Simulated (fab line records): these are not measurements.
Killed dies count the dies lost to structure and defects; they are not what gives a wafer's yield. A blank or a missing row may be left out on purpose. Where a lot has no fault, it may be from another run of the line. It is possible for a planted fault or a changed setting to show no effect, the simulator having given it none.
fab line records	flow nand_harc
[record] lots = 11	wafers = 33	last_day = 24
route steps=1159 shown A_M0@1010 A_M1@1033 END@1159
lots untouched by any fault: they come from a run of this same line in which no faults occurred
start_h: hours from the record's first day to the start of the lot's first wafer shown	wait_h: hours from the lot's prior step to this one	" as in the row above	L1.1+2: several wafers, shown together as one row	- no value, or no start was given	* or withheld: withheld	< > ~ a bound
route shown NAME@n: NAME is a module with steps in the file, n the number in the route of the first one	usual: mean/standard deviation taken from wafers without a fault	same: alike in all rows	chamber/n: place in a boat	sites: per-site readings	_std_site: the values' standard deviation	_edge_site: inner sites' mean taken away from outer sites' mean	radius_mm: for every site, how far away it sits from the centre of the wafer	mask NAME#n: copy n	behind: the most recent tool/chamber to have shaped the wafer	hold: reason for holding the lot/hours on hold/outcome of the hold	device: which transistor (n, p or np) failed to switch	end of line: the same wafers' tests at the end of the route	a step without rows: its recipe alone	killed: dies lost to structure and defects at the first sort, not the wafer's yield	map: the dies of a wafer, with x for killed, . for not killed, _ for no die there
set.NAME: the setting that was run; set.NAME@STEP: the one run at that earlier step	model.NAME: the simulator's own value behind a step, which no gauge read
steps of the route over a sample of lots; a table a step, a row a wafer
services: a tool's chamber out of use, with start hour (start_h, from the record's first day; less than 0 if before it), hours out, and reason
[[steps]]
[step NHARC_A_M0_CD_MEAS_16]
[usual] cd_nm = 80.2/0.77
lot.wafer	tool	chamber	start_h	wait_h	cd_nm
L447.1	cd_sem-03	-	401.45	-	80.5
L447.3	"	-	"	"	79.1
L447.6	"	-	"	"	80.4
L450.2	cd_sem-02	-	405.70	-	80.7
L450.3	"	-	"	"	80.1
L450.5	"	-	"	"	80.0
L446.1	cd_sem-01	-	408.24	-	79.7
L446.2	"	-	"	"	77.7
L446.5	"	-	"	"	80.5
L451.3	cd_sem-01	-	410.67	-	81.1
L451.4	"	-	"	"	80.1
L451.5	"	-	"	"	79.8
L452.1	cd_sem-03	-	425.53	-	78.3
L452.4	"	-	"	"	78.4
L452.6	"	-	"	"	78.7
L458.3	cd_sem-01	-	473.78	-	81.0
L458.4	"	-	"	"	79.1
L458.6	"	-	"	"	79.5
L461.2	cd_sem-02	-	479.29	-	81.2
L461.4	"	-	"	"	80.3
L461.6	"	-	"	"	80.0
L462.1	cd_sem-03	-	479.44	-	80.3
L462.3	"	-	"	"	80.3
L462.4	"	-	"	"	80.2
L459.4	cd_sem-03	-	482.56	-	80.1
L459.5	"	-	"	"	81.0
L459.6	"	-	"	"	80.8
L465.2	cd_sem-03	-	509.10	-	78.5
L465.4	"	-	"	"	80.2
L465.5	"	-	"	"	80.8
L468.3	cd_sem-03	-	523.15	-	80.0
L468.4	"	-	"	"	80.4
L468.6	"	-	"	"	80.1
[step NHARC_A_M0_DEGAS_28]
[recipe] temp_c = 250	time_s = 60
[usual] heater_power_w = 322/28
lot.wafer	tool	chamber	start_h	wait_h	heater_power_w
L447.1	pvd_sputter-01	-	402.07	-	313
L447.3	"	-	"	"	329
L447.6	"	-	"	"	326
L450.2	pvd_sputter-03	-	406.32	-	326
L450.3	"	-	"	"	294
L450.5	"	-	"	"	303
L446.1	pvd_sputter-03	-	408.88	-	314
L446.2	"	-	"	"	325
L446.5	"	-	"	"	310
L451.4	pvd_sputter-03	-	411.33	-	281
L451.3	"	-	"	"	318
L451.5	"	-	"	"	302
L452.1	pvd_sputter-01	-	426.16	-	388
L452.4	"	-	"	"	365
L452.6	"	-	"	"	330
L458.4	pvd_sputter-01	-	474.40	-	308
L458.3	"	-	"	"	329
L458.6	"	-	"	"	362
L461.2	pvd_sputter-03	-	479.94	-	332
L461.4	"	-	"	"	289
L461.6	"	-	"	"	334
L462.3	pvd_sputter-02	-	480.10	-	310
L462.1	"	-	"	"	307
L462.4	"	-	"	"	336
L459.4	pvd_sputter-03	-	483.17	-	336
L459.5	"	-	"	"	292
L459.6	"	-	"	"	338
L465.4	pvd_sputter-01	-	509.73	-	306
L465.2	"	-	"	"	332
L465.5	"	-	"	"	380
L468.4	pvd_sputter-02	-	523.77	-	344
L468.3	"	-	"	"	350
L468.6	"	-	"	"	296
[step NHARC_A_M1_EXPOSE_06]
[recipe] na = 1.35	target_cd_nm = 120	dose_mj = 75.13	mask_id = A_M1
[usual] exposure_dose_mJ_cm2 = 75.10/0.087
lot.wafer	tool	chamber	start_h	wait_h	mask	exposure_dose_mJ_cm2
L447.1	arfi_scanner-02	0	404.78	-	A_M1#0	75.15
L447.3	"	0	"	"	A_M1#0	75.10
L447.6	"	0	"	"	A_M1#0	75.23
L450.2	arfi_scanner-02	0	409.23	-	A_M1#0	75.08
L450.3	"	0	"	"	A_M1#0	75.07
L450.5	"	0	"	"	A_M1#0	75.07
L446.1	arfi_scanner-01	0	411.76	-	A_M1#0	75.03
L446.2	"	0	"	"	A_M1#0	75.14
L446.5	"	0	"	"	A_M1#0	75.10
L451.3	arfi_scanner-01	0	414.21	-	A_M1#0	75.07
L451.4	"	0	"	"	A_M1#0	75.18
L451.5	"	0	"	"	A_M1#0	75.03
L452.1	arfi_scanner-01	0	428.99	-	A_M1#0	75.01
L452.4	"	0	"	"	A_M1#0	75.00
L452.6	"	0	"	"	A_M1#0	75.03
L458.3	arfi_scanner-02	0	477.93	-	A_M1#0	89.71
L458.4	"	0	"	"	A_M1#0	89.84
L458.6	"	0	"	"	A_M1#0	89.70
L461.2	arfi_scanner-01	0	482.73	-	A_M1#0	75.04
L461.4	"	0	"	"	A_M1#0	75.03
L461.6	"	0	"	"	A_M1#0	75.01
L462.1	arfi_scanner-02	0	483.06	-	A_M1#0	86.97
L462.3	"	0	"	"	A_M1#0	87.03
L462.4	"	0	"	"	A_M1#0	87.04
L459.4	arfi_scanner-02	0	486.23	-	A_M1#0	84.63
L459.5	"	0	"	"	A_M1#0	84.52
L459.6	"	0	"	"	A_M1#0	84.52
L465.2	arfi_scanner-01	0	512.80	-	A_M1#0	75.08
L465.4	"	0	"	"	A_M1#0	75.01
L465.5	"	0	"	"	A_M1#0	74.99
L468.3	arfi_scanner-01	0	526.43	-	A_M1#0	74.96
L468.4	"	0	"	"	A_M1#0	75.03
L468.6	"	0	"	"	A_M1#0	75.13
[step NHARC_A_M1_CD_MEAS_09]
[recipe] target_cd_nm = 120	landing_energy_ev = 500
[usual] cd_nm = 119.6/0.69
lot.wafer	tool	chamber	start_h	wait_h	hold	cd_nm
L447.1	cd_sem-02	0	404.92	-	-	119.3
L447.3	"	0	"	"	-	119.4
L447.6	"	0	"	"	-	120.6
L450.2	cd_sem-01	0	409.37	-	-	119.9
L450.3	"	0	"	"	-	120.5
L450.5	"	0	"	"	-	119.8
L446.1	cd_sem-01	0	411.91	-	-	119.9
L446.2	"	0	"	"	-	119.8
L446.5	"	0	"	"	-	120.0
L451.3	cd_sem-02	0	414.35	-	-	119.9
L451.4	"	0	"	"	-	119.6
L451.5	"	0	"	"	-	120.6
L452.1	cd_sem-01	0	429.13	-	-	119.7
L452.4	"	0	"	"	-	120.4
L452.6	"	0	"	"	-	121.0
L458.3	cd_sem-01	0	478.07	-	await_dispo/0.2h/release	130.9
L458.4	"	0	"	"	await_dispo/0.2h/release	130.8
L458.6	"	0	"	"	await_dispo/0.2h/release	131.8
L458.3	cd_sem-01	0	-	-	-	131.0
L458.4	"	0	"	"	-	130.9
L458.6	"	0	"	"	-	131.6
L461.2	cd_sem-01	0	482.87	-	-	118.9
L461.4	"	0	"	"	-	118.8
L461.6	"	0	"	"	-	119.6
L462.1	cd_sem-02	0	483.20	-	await_dispo/0.2h/release	127.6
L462.3	"	0	"	"	await_dispo/0.2h/release	127.6
L462.4	"	0	"	"	await_dispo/0.2h/release	128.4
L462.1	cd_sem-02	0	-	-	-	127.6
L462.3	"	0	"	"	-	127.4
L462.4	"	0	"	"	-	128.1
L459.4	cd_sem-02	0	486.38	-	await_dispo/0.2h/release	128.2
L459.5	"	0	"	"	await_dispo/0.2h/release	126.6
L459.6	"	0	"	"	await_dispo/0.2h/release	127.5
L459.4	cd_sem-02	0	-	-	-	128.4
L459.5	"	0	"	"	-	126.6
L459.6	"	0	"	"	-	127.6
L465.2	cd_sem-02	0	512.94	-	-	120.1
L465.4	"	0	"	"	-	120.6
L465.5	"	0	"	"	-	119.7
L468.3	cd_sem-01	0	526.57	-	-	120.4
L468.4	"	0	"	"	-	119.6
L468.6	"	0	"	"	-	119.6
[step NHARC_A_M1_DESCUM_14]
[recipe] time_s = 3	o2_flow_sccm = 200	ar_flow_sccm = 0	bias_power_w = 0	chemistry = O2
[usual] drypump_motor_current_A = 5.6/0.45	oes_product_au = 1.000/0.0088	rf_vpp_V = 57.7/0.88	showerhead_plenum_p_Torr = 1.92/0.072	throttle_valve_pct = 11.311/0.0091
lot.wafer	tool	chamber	start_h	wait_h	drypump_motor_current_A	oes_product_au	rf_hours_counter_h	rf_vpp_V	showerhead_plenum_p_Torr	throttle_valve_pct
L447.1	rie_diel-07	2	405.14	0.1	5.4	0.985	13	58.0	1.96	11.313
L447.3	"	3	"	"	5.2	1.009	13	56.6	1.81	11.311
L447.6	"	1	"	"	5.4	1.009	-	57.4	1.94	11.323
L450.3	rie_diel-05	3	409.55	0.1	5.8	1.018	3	56.6	1.88	11.324
L450.2	"	2	"	"	6.5	1.003	4	57.9	1.91	11.300
L450.5	"	0	"	"	5.8	0.999	-	57.3	1.85	11.309
L446.2	rie_diel-09	0	412.09	0.1	5.2	0.993	4	56.7	1.87	11.317
L446.1	"	1	"	"	5.6	0.992	4	57.4	1.97	11.307
L446.5	"	1	"	"	5.6	0.994	-	57.1	1.97	11.299
L451.3	rie_diel-07	2	414.53	0.1	5.4	1.003	0	58.6	1.96	11.308
L451.4	"	3	"	"	5.2	1.004	0	57.4	1.81	11.311
L451.5	"	2	"	"	5.4	1.001	-	59.9	1.96	11.335
L452.1	rie_diel-07	1	429.32	0.1	5.4	1.003	1	57.4	1.94	11.290
L452.4	"	0	"	"	5.0	1.011	1	58.1	2.00	11.307
L452.6	"	1	"	"	5.4	0.998	-	58.2	1.94	11.316
L461.4	rie_diel-09	0	483.05	0.1	5.2	0.998	1	57.1	1.87	11.310
L461.2	"	2	"	"	5.3	0.995	1	59.0	2.06	11.328
L461.6	"	0	"	"	5.2	1.001	-	58.6	1.87	11.323
L458.4	rie_diel-07	3	483.44	0.4	5.2	1.002	5	58.5	1.81	11.310
L458.3	"	1	"	"	5.4	1.010	4	59.5	1.94	11.316
L458.6	"	3	"	"	5.2	0.999	-	57.4	1.81	11.304
L459.4	rie_diel-09	1	488.44	0.1	5.6	0.997	1	57.3	1.97	11.319
L459.5	"	0	"	"	5.2	1.004	-	57.5	1.87	11.314
L459.6	"	1	"	"	5.6	0.996	-	57.4	1.97	11.313
L462.3	rie_diel-05	1	490.03	0.1	6.6	0.994	8	57.6	1.98	11.320
L462.4	"	3	"	"	5.8	1.000	8	57.4	1.88	11.295
L462.1	"	0	"	"	5.7	1.001	7	57.9	1.84	11.308
L465.4	rie_diel-05	2	513.13	0.1	6.6	0.988	9	57.5	1.91	11.323
L465.2	"	0	"	"	5.8	0.994	9	57.6	1.84	11.316
L465.5	"	1	"	"	6.5	0.999	-	59.1	1.98	11.317
L468.4	rie_diel-05	3	526.75	0.1	5.8	0.993	0	57.3	1.88	11.318
L468.3	"	1	"	"	6.6	0.987	0	57.3	1.98	11.309
L468.6	"	0	"	"	5.8	0.992	-	56.5	1.84	11.322
[step NHARC_END_SORT_01]
[recipe] temp_c = 25
[usual] defect_limited_yield = 95.2/1.6	killed_at_array = 29/11	killed_at_other = 0.6/0.75	killed_at_periphery = 3.1/2.1	killed_dies = 32/11	killed_open = 3.0/1.8	killed_short = 1.8/1.3	sort_bin_2_pct = 1.5/0.7	sort_bin_3_pct = 0.26/0.22	sort_bin_4_pct = 3.0/1	sort_n_pass = 645/11	sort_rim_yield_pct = 94.9/3	sort_yield_pct = 95.2/1.6
[same] gross_dies = 677	sort_bin_5_pct[%] = 0	sort_bin_6_pct[%] = 0	sort_bin_7_pct[%] = 0	sort_bin_8_pct[%] = 0	sort_rim_n_gross = 106.00
lot.wafer	tool	chamber	start_h	wait_h	defect_limited_yield[%]	killed_at_array	killed_at_other	killed_at_periphery	killed_dies	killed_open	killed_short	sort_bin_2_pct[%]	sort_bin_3_pct[%]	sort_bin_4_pct[%]	sort_n_pass	sort_rim_yield_pct[%]	sort_yield_pct[%]
L451.3	prober-01	0	460.53	3.1	96.3	22	0	3	25	2	0	1.3	0	2.4	652	98.1	96.3
L451.4	prober-01	0	461.33	3.4	96.6	21	0	2	23	4	2	0.4	0.15	2.8	654	97.2	96.6
L451.5	prober-01	0	462.13	3.7	96.0	19	2	6	27	6	3	0.9	0.15	3.0	650	100.0	96.0
L452.1	prober-02	0	474.59	2.6	94.7	31	0	5	36	3	0	2.5	0	2.8	641	93.4	94.7
L452.4	prober-02	0	477.00	3.4	94.8	33	0	2	35	2	2	1.3	0.15	3.7	642	92.5	94.8
L452.6	prober-02	0	478.60	4.0	93.1	40	1	6	47	3	4	2.5	0.30	4.1	630	95.3	93.1
L458.3	prober-02	0	529.53	3.1	97.0	17	0	3	20	5	2	0.4	0.15	2.4	657	99.1	97.0
L458.4	prober-02	0	530.34	3.4	97.6	15	0	1	16	0	1	0.3	0.59	1.5	661	99.1	97.6
L458.6	prober-02	0	531.97	4.1	97.3	15	0	3	18	5	2	0.4	0.30	1.9	659	96.2	97.3
L461.2	prober-01	0	531.23	2.8	92.5	50	0	1	51	2	2	3.4	0.44	3.7	626	88.7	92.5
L461.4	prober-01	0	532.82	3.4	93.9	38	0	3	41	5	2	2.7	0.30	3.1	636	91.5	93.9
L461.6	prober-01	0	534.42	4.0	92.2	52	1	0	53	2	3	2.4	0.30	5.2	624	97.2	92.2
L462.1	prober-02	0	531.52	2.5	92.2	49	2	2	53	2	4	1.5	0.15	6.2	624	95.3	92.2
L462.3	prober-02	0	533.12	3.1	93.5	38	2	4	44	4	3	2.4	0.59	3.5	633	97.2	93.5
L462.4	prober-02	0	533.92	3.4	94.7	34	0	2	36	3	1	1.6	0.30	3.4	641	94.3	94.7
L459.4	prober-01	0	535.54	3.4	95.1	28	0	5	33	4	3	1.5	0.74	2.7	644	92.5	95.1
L459.5	prober-01	0	536.34	3.7	95.3	26	2	4	32	6	2	1.9	0.59	2.2	645	94.3	95.3
L459.6	prober-01	0	537.14	4.0	96.0	24	1	2	27	3	3	1.5	0	2.5	650	93.4	96.0
L468.3	prober-01	0	562.79	3.1	95.6	22	1	7	30	4	3	0.9	0	3.5	647	94.3	95.6
L468.4	prober-01	0	563.58	3.4	94.5	34	2	1	37	1	2	1.5	0.30	3.7	640	95.3	94.5
L468.6	prober-01	0	565.17	4.0	95.4	29	0	2	31	3	0	1.9	0.30	2.4	646	92.5	95.4
// killed by level:class
L451.3 A_SLIT:chamber_film_flake=11 A_CONTACT:chamber_film_flake=3 A_M1:chamber_film_flake=3 A_CHANNEL_HOLE_D1:chamber_film_flake=2 P_CONTACT:geometric_particle:open=1 A_CONTACT:geometric_particle:open=1 P_ZERO_WELL:chamber_film_flake=1 P_GATE:chamber_film_flake=1
L451.4 A_SLIT:chamber_film_flake=8 A_M1:chamber_film_flake=5 A_ONON_D1:geometric_particle:open=2 A_CONTACT:chamber_film_flake=2 P_M0:geometric_particle:open=1 A_ONON_D1:geometric_particle:short=1 A_SGD_CUT:geometric_particle:open=1 A_WL_FILL:geometric_particle:short=1
L451.5 A_CHANNEL_HOLE_D1:chamber_film_flake=4 A_SLIT:chamber_film_flake=4 A_CONTACT:chamber_film_flake=3 A_CHANNEL_FILL_D1:geometric_particle:short=2 P_ZERO_WELL:chamber_film_flake=2 P_GATE:geometric_particle:open=1 P_M1:geometric_particle:open=1 A_SOURCE_PLATE:geometric_particle:open=1
L452.1 A_CHANNEL_HOLE_D1:chamber_film_flake=13 A_SLIT:chamber_film_flake=9 A_CONTACT:chamber_film_flake=6 P_M0:chamber_film_flake=3 P_STI:geometric_particle:open=1 P_M0:geometric_particle:open=1 A_CONTACT:geometric_particle:open=1 A_CHANNEL_FILL_D1:chamber_film_flake=1
L452.4 A_CHANNEL_HOLE_D1:chamber_film_flake=10 A_SLIT:chamber_film_flake=10 A_CONTACT:chamber_film_flake=5 A_ONON_D1:geometric_particle:short=1 A_WL_FILL:geometric_particle:short=1 A_WL_FILL:geometric_particle:open=1 A_M0:geometric_particle:open=1 P_GATE:chamber_film_flake=1
L452.6 A_CHANNEL_HOLE_D1:chamber_film_flake=14 A_SLIT:chamber_film_flake=9 P_M0:chamber_film_flake=3 A_STAIRCASE:chamber_film_flake=3 A_WL_FILL:chamber_film_flake=3 A_ZERO_WELL:chamber_film_flake=2 A_CHANNEL_FILL_D1:chamber_film_flake=2 P_CONTACT:geometric_particle:open=1
L458.3 A_CHANNEL_HOLE_D1:chamber_film_flake=5 A_STAIRCASE:chamber_film_flake=5 P_M0:geometric_particle:open=2 P_M2:geometric_particle:open=1 A_CHANNEL_FILL_D1:geometric_particle:short=1 A_SGD_CUT:geometric_particle:open=1 A_CONTACT:geometric_particle:open=1 A_BLC:geometric_particle:short=1
L458.4 A_CHANNEL_HOLE_D1:chamber_film_flake=5 A_STAIRCASE:chamber_film_flake=5 A_M1:area_expose=2 A_ONON_D1:geometric_particle:short=1 P_BONDPAD:chamber_film_flake=1 A_CONTACT:chamber_film_flake=1 A_BLC:chamber_film_flake=1
L461.2 A_CHANNEL_HOLE_D1:chamber_film_flake=18 A_SLIT:chamber_film_flake=18 A_STAIRCASE:chamber_film_flake=4 A_ONON_D1:geometric_particle:short=2 A_BONDPAD:chamber_film_flake=2 P_M0:geometric_particle:open=1 A_M0:geometric_particle:open=1 A_ZERO_WELL:chamber_film_flake=1
L462.1 A_SLIT:chamber_film_flake=21 A_STAIRCASE:chamber_film_flake=8 A_CHANNEL_HOLE_D1:chamber_film_flake=6 A_CONTACT:chamber_film_flake=5 A_CHANNEL_HOLE_D1:geometric_particle:short=2 A_CHANNEL_FILL_D1:chamber_film_flake=2 A_ONON_D1:geometric_particle:open=1 A_SGD_CUT:geometric_particle:short=1
L458.6 A_STAIRCASE:chamber_film_flake=4 A_CHANNEL_HOLE_D1:chamber_film_flake=3 A_CHANNEL_FILL_D1:geometric_particle:short=2 A_M1:area_expose=2 P_GATE:geometric_particle:open=1 P_CONTACT:geometric_particle:open=1 P_M0:geometric_particle:open=1 A_CONTACT:geometric_particle:open=1
L461.4 A_SLIT:chamber_film_flake=13 A_CHANNEL_HOLE_D1:chamber_film_flake=10 A_BLC:chamber_film_flake=5 A_STAIRCASE:chamber_film_flake=3 P_M0:geometric_particle:open=2 A_CONTACT:chamber_film_flake=2 P_GATE:geometric_particle:open=1 A_CHANNEL_HOLE_D1:geometric_particle:short=1
L462.3 A_SLIT:chamber_film_flake=13 A_CHANNEL_HOLE_D1:chamber_film_flake=6 A_CONTACT:chamber_film_flake=6 A_WL_FILL:chamber_film_flake=5 P_STI:geometric_particle:short=2 A_CONTACT:geometric_particle:open=2 A_STAIRCASE:chamber_film_flake=2 THIN_TSV:chamber_film_flake=2
L462.4 A_SLIT:chamber_film_flake=16 A_CHANNEL_HOLE_D1:chamber_film_flake=7 A_CONTACT:chamber_film_flake=4 A_BONDPAD:chamber_film_flake=2 P_M1:geometric_particle:open=1 A_ONON_D1:geometric_particle:short=1 A_CHANNEL_FILL_D1:geometric_particle:open=1 A_M1:geometric_particle:open=1
L461.6 A_CHANNEL_HOLE_D1:chamber_film_flake=18 A_SLIT:chamber_film_flake=18 A_BONDPAD:chamber_film_flake=4 A_BLC:chamber_film_flake=3 A_CONTACT:chamber_film_flake=2 A_CHANNEL_FILL_D1:geometric_particle:open=1 A_CHANNEL_FILL_D1:geometric_particle:short=1 A_WL_FILL:geometric_particle:short=1
L459.4 A_CHANNEL_HOLE_D1:chamber_film_flake=12 A_CONTACT:chamber_film_flake=5 P_GATE:chamber_film_flake=3 A_WL_FILL:geometric_particle:short=2 P_BONDPAD:chamber_film_flake=2 A_STAIRCASE:chamber_film_flake=2 A_M1:area_expose=2 A_ONON_D1:geometric_particle:open=1
L459.5 A_CHANNEL_HOLE_D1:chamber_film_flake=11 P_BONDPAD:chamber_film_flake=3 A_STAIRCASE:chamber_film_flake=3 A_CHANNEL_FILL_D1:geometric_particle:open=2 A_M1:area_expose=2 A_ONON_D1:geometric_particle:short=1 A_WL_FILL:geometric_particle:short=1 A_CONTACT:geometric_particle:open=1
L459.6 A_CHANNEL_HOLE_D1:chamber_film_flake=12 A_CONTACT:chamber_film_flake=4 A_STAIRCASE:chamber_film_flake=2 P_STI:geometric_particle:open=1 A_SOURCE_PLATE:geometric_particle:open=1 A_ONON_D1:geometric_particle:short=1 A_CHANNEL_HOLE_D1:geometric_particle:short=1 A_WL_FILL:geometric_particle:short=1
L468.3 A_CHANNEL_HOLE_D1:chamber_film_flake=10 A_CONTACT:chamber_film_flake=4 P_GATE:geometric_particle:open=2 A_ONON_D1:geometric_particle:short=2 A_STAIRCASE:chamber_film_flake=2 A_M1:chamber_film_flake=2 P_STI:geometric_particle:short=1 P_M0:geometric_particle:open=1
L468.4 A_STAIRCASE:chamber_film_flake=13 A_CHANNEL_HOLE_D1:chamber_film_flake=9 A_CONTACT:chamber_film_flake=4 A_M1:chamber_film_flake=3 A_ONON_D1:geometric_particle:short=1 A_CONTACT:geometric_particle:open=1 P_M1:chamber_film_flake=1 STARTING-WAFER:geometric_particle:short=1
L468.6 A_STAIRCASE:chamber_film_flake=10 A_CONTACT:chamber_film_flake=7 A_CHANNEL_HOLE_D1:chamber_film_flake=6 A_BLC:chamber_film_flake=2 P_CONTACT:geometric_particle:open=1 P_M0:geometric_particle:open=1 A_CONTACT:geometric_particle:open=1 A_M1:chamber_film_flake=1
[[services]]
tool	chamber	start_h	hours	kind
rie_diel-05	-	384.09	0.5	repair
rie_diel-07	0	384.36	-	clean
rie_diel-07	1	384.36	-	clean
rie_diel-07	2	384.36	-	clean
rie_diel-07	3	384.36	-	clean
arfi_scanner-02	0	385.20	-	calibration
pvd_sputter-02	-	393.38	10.0	pm
rie_diel-09	1	394.64	2.1	repair
rie_diel-05	0	398.84	-	clean
rie_diel-05	1	398.84	-	clean
rie_diel-05	2	398.84	-	clean
rie_diel-05	3	398.84	-	clean
rie_diel-07	-	405.24	9.0	pm
arfi_scanner-01	0	415.08	-	calibration
arfi_scanner-02	-	428.00	4.0	pm
rie_diel-09	-	431.10	9.0	pm
pvd_sputter-03	-	460.78	10.0	pm
arfi_scanner-01	-	470.53	1.2	repair
pvd_sputter-01	-	479.99	5.9	repair
rie_diel-07	3	489.96	2.9	repair
rie_diel-09	1	494.83	5.1	repair
pvd_sputter-01	-	514.04	10.0	pm
pvd_sputter-03	-	516.58	2.3	repair
rie_diel-05	-	517.61	9.0	pm
[[key]]
[first_sign] step = NHARC_A_M1_EXPOSE_06	reading = exposure_dose_mJ_cm2	direction = up	sigmas = 99+	usual = 75.10	struck = 87.11
[effect] step = NHARC_A_M1_CD_MEAS_09	reading = visit	direction = added	through = control_loop
[effect] step = NHARC_A_M1_CD_MEAS_09	reading = cd_nm	direction = up	sigmas = 13	usual = 119.6	struck = 128.8	through = control_loop
met_at NHARC_A_M1_EXPOSE_06
struck_lots L458,L459,L462
[loop_trim] step = NHARC_A_M1_EXPOSE_06	setting = dose	lots = L459,L462
not_acting_at NHARC_A_M0_CD_MEAS_16,NHARC_A_M0_DEGAS_28,NHARC_A_M1_DESCUM_14
onset_between 409.23 477.93
[fault] kind = process_parameter_drift	tool = arfi_scanner-02	chamber = -	onset_h = 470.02	steps = NHARC_A_M1_EXPOSE_06	channel = dose_mj	offset = 14.748	shape = step	acts_in = these_recipes_only	stated = 75.13
// loop_trim: a control loop set the setting to another value than it would have without faults
